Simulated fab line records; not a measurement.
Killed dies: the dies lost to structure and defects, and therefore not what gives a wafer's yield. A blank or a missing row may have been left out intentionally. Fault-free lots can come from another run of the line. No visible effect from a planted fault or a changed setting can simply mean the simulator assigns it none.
Matching of chambers :: flow n5Finfet :: 4 sister chambers for N5_BEOL_M0_SAQP_STRIP_86 on rieDiel-06
The step strips in N2/H2. 16 wafers are shown with their chamber, then 8 later ones without.

## EACH WAFER AND ITS CHAMBER
wafer: L074.3
chamber: 0
drypumpMotorCurrentA (A): 5.2
showerheadPlenumPTorr (Torr): 3.26
oesProductAu (a.u.): 0.87

wafer: L074.4
chamber: 1
drypumpMotorCurrentA (A): 5.7
showerheadPlenumPTorr (Torr): 3.36
oesProductAu (a.u.): 0.78

wafer: L074.6
chamber: 0
drypumpMotorCurrentA (A): 5.2
showerheadPlenumPTorr (Torr): 3.25
oesProductAu (a.u.): 0.86

wafer: L077.3
chamber: 0
drypumpMotorCurrentA (A): 5.2
showerheadPlenumPTorr (Torr): 3.25
oesProductAu (a.u.): 0.85

wafer: L077.4
chamber: 2
drypumpMotorCurrentA (A): 6.1
showerheadPlenumPTorr (Torr): 3.32
oesProductAu (a.u.): 0.70

wafer: L077.6
chamber: 2
drypumpMotorCurrentA (A): 6.1
showerheadPlenumPTorr (Torr): 3.32
oesProductAu (a.u.): 0.71

wafer: L078.2
chamber: 1
drypumpMotorCurrentA (A): 5.7
showerheadPlenumPTorr (Torr): 3.36
oesProductAu (a.u.): 0.77

wafer: L078.3
chamber: 2
drypumpMotorCurrentA (A): 6.0
showerheadPlenumPTorr (Torr): 3.32
oesProductAu (a.u.): 0.70

wafer: L078.6
chamber: 2
drypumpMotorCurrentA (A): 6.1
showerheadPlenumPTorr (Torr): 3.32
oesProductAu (a.u.): 0.70

wafer: L082.2
chamber: 3
drypumpMotorCurrentA (A): 6.2
showerheadPlenumPTorr (Torr): 3.43
oesProductAu (a.u.): 0.90

wafer: L082.4
chamber: 0
drypumpMotorCurrentA (A): 5.2
showerheadPlenumPTorr (Torr): 3.25
oesProductAu (a.u.): 0.85

wafer: L082.5
chamber: 0
drypumpMotorCurrentA (A): 5.2
showerheadPlenumPTorr (Torr): 3.25
oesProductAu (a.u.): 0.83

wafer: L083.1
chamber: 1
drypumpMotorCurrentA (A): 5.7
showerheadPlenumPTorr (Torr): 3.35
oesProductAu (a.u.): 0.77

wafer: L083.4
chamber: 3
drypumpMotorCurrentA (A): 6.2
showerheadPlenumPTorr (Torr): 3.43
oesProductAu (a.u.): 0.90

wafer: L083.6
chamber: 2
drypumpMotorCurrentA (A): 6.0
showerheadPlenumPTorr (Torr): 3.31
oesProductAu (a.u.): 0.70

wafer: L087.1
chamber: 1
drypumpMotorCurrentA (A): 5.7
showerheadPlenumPTorr (Torr): 3.35
oesProductAu (a.u.): 0.75

SIGNATURES (means of the wafers above)
reading: drypumpMotorCurrentA
chamber 0: 5.200
chamber 1: 5.700
chamber 2: 6.060
chamber 3: 6.200
scatter within a chamber: 0.0316

reading: showerheadPlenumPTorr
chamber 0: 3.2520
chamber 1: 3.3550
chamber 2: 3.3180
chamber 3: 3.4300
scatter within a chamber: 0.00465

reading: oesProductAu
chamber 0: 0.8520
chamber 1: 0.7675
chamber 2: 0.7020
chamber 3: 0.9000
scatter within a chamber: 0.0109
Rule: a wafer's distance from a chamber is the root of the sum, over the readings, of the square of ((its reading less the chamber's mean) divided by the reading's scatter). If the next closest chamber is less than 2 further off than the closest, the wafer can't be placed; otherwise it belongs to the closest. The scatter: the root of (the sum of the squares of (reading less its chamber's mean) over the shown wafers, divided by (wafers less chambers)).

## WAFERS WITH NO CHAMBER GIVEN
wafer: L087.3
drypumpMotorCurrentA (A): 6.2
showerheadPlenumPTorr (Torr): 3.43
oesProductAu (a.u.): 0.89

wafer: L087.5
drypumpMotorCurrentA (A): 5.2
showerheadPlenumPTorr (Torr): 3.24
oesProductAu (a.u.): 0.83

wafer: L089.1
drypumpMotorCurrentA (A): 6.1
showerheadPlenumPTorr (Torr): 3.31
oesProductAu (a.u.): 0.69

wafer: L089.5
drypumpMotorCurrentA (A): 6.2
showerheadPlenumPTorr (Torr): 3.42
oesProductAu (a.u.): 0.89

wafer: L089.6
drypumpMotorCurrentA (A): 5.2
showerheadPlenumPTorr (Torr): 3.24
oesProductAu (a.u.): 0.80

wafer: L096.3
drypumpMotorCurrentA (A): 5.7
showerheadPlenumPTorr (Torr): 3.34
oesProductAu (a.u.): 0.75

wafer: L096.5
drypumpMotorCurrentA (A): 6.0
showerheadPlenumPTorr (Torr): 3.30
oesProductAu (a.u.): 0.67

wafer: L096.6
drypumpMotorCurrentA (A): 6.2
showerheadPlenumPTorr (Torr): 3.42
oesProductAu (a.u.): 0.85

## CHAMBER TAKEN BY EACH
wafer: L087.3
from the rows above: 3
in truth: 3

wafer: L087.5
from the rows above: 0
in truth: 0

wafer: L089.1
from the rows above: 2
in truth: 2

wafer: L089.5
from the rows above: 3
in truth: 3

wafer: L089.6
from the rows above: 0
in truth: 0

wafer: L096.3
from the rows above: 1
in truth: 1

wafer: L096.5
from the rows above: 2
in truth: 2

wafer: L096.6
from the rows above: 3
in truth: 3
Correctly placed: 8 of 8. Number that these rows cannot place: 0. Number placed wrongly: 0.
